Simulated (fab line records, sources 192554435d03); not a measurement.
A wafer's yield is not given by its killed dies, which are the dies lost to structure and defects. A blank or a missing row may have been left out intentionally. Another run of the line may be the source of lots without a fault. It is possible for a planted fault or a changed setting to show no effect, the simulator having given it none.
Chamber matching | flow n5-finfet | N5_BEOL_M7_VIA_ETCH_34 on rie-diel-02 has 4 sister chambers
The step etches SiCOH lowk in C4F6/O2, target depth 125.5 nm, time 50.5 s. 18 wafers are shown with their chamber, then 9 later ones without.

## EACH WAFER AND ITS CHAMBER
wafer  | chamber | throttle-valve-pct (%) | rf-vpp-V (V) | oes-product-au (a.u.)
L076.2 | 0       | 20.8                   | 675          | 0.85
L076.3 | 1       | 20.9                   | 658          | 0.70
L076.5 | 0       | 20.8                   | 676          | 0.85
L078.1 | 0       | 20.8                   | 675          | 0.85
L078.2 | 3       | 21.2                   | 640          | 0.69
L078.6 | 0       | 20.8                   | 677          | 0.84
L087.3 | 2       | 20.4                   | 686          | 0.91
L087.5 | 2       | 20.4                   | 689          | 0.91
L087.6 | 1       | 21.0                   | 657          | 0.69
L086.2 | 2       | 20.4                   | 687          | 0.92
L086.4 | 1       | 21.0                   | 659          | 0.70
L086.6 | 2       | 20.4                   | 689          | 0.92
L085.1 | 2       | 20.4                   | 689          | 0.92
L085.3 | 0       | 20.8                   | 675          | 0.83
L085.4 | 0       | 20.8                   | 675          | 0.83
L088.1 | 2       | 20.4                   | 687          | 0.91
L088.5 | 2       | 20.4                   | 687          | 0.91
L088.6 | 1       | 21.0                   | 656          | 0.70

SIGNATURES, as means of the wafers listed above
reading            | chamber 0 | chamber 1 | chamber 2 | chamber 3 | scatter within a chamber
throttle-valve-pct | 20.800    | 20.975    | 20.400    | 21.200    | 0.0231
rf-vpp-V           | 675.50    | 657.50    | 687.71    | 640.00    | 1.13
oes-product-au     | 0.8417    | 0.6975    | 0.9143    | 0.6900    | 0.00722
Rule: for a wafer and a chamber, the distance is found by dividing, reading by reading, the gap between the wafer's reading and the chamber's mean by the reading's scatter, squaring, summing and taking the root. If the next closest chamber is less than 2 further off than the closest, the wafer can't be placed; otherwise it belongs to the closest. The scatter is the square root of a quotient: the sum, over the shown wafers, of each reading's squared deviation from its chamber's mean, divided by wafers minus chambers.

## WAFERS WITH NO CHAMBER GIVEN
wafer  | throttle-valve-pct (%) | rf-vpp-V (V) | oes-product-au (a.u.)
L091.1 | 21.0                   | 656          | 0.70
L091.2 | 20.4                   | 689          | 0.92
L091.6 | 21.0                   | 658          | 0.69
L095.4 | 20.8                   | 676          | 0.80
L095.5 | 20.4                   | 688          | 0.89
L095.6 | 20.8                   | 675          | 0.80
L096.4 | 20.6                   | 656          | 0.97
L096.5 | 20.8                   | 674          | 0.81
L096.6 | 20.4                   | 689          | 0.89

## THE CHAMBER EACH PASSED THROUGH
wafer  | from the rows above | in truth
L091.1 | 1                   | 1
L091.2 | 2                   | 2
L091.6 | 1                   | 1
L095.4 | 0                   | 0
L095.5 | 2                   | 2
L095.6 | 0                   | 0
L096.4 | 0                   | 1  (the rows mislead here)
L096.5 | 0                   | 0
L096.6 | 2                   | 2
Placed correctly: 8 of 9. Can't be placed from these rows: 0. Placed wrongly: 1.
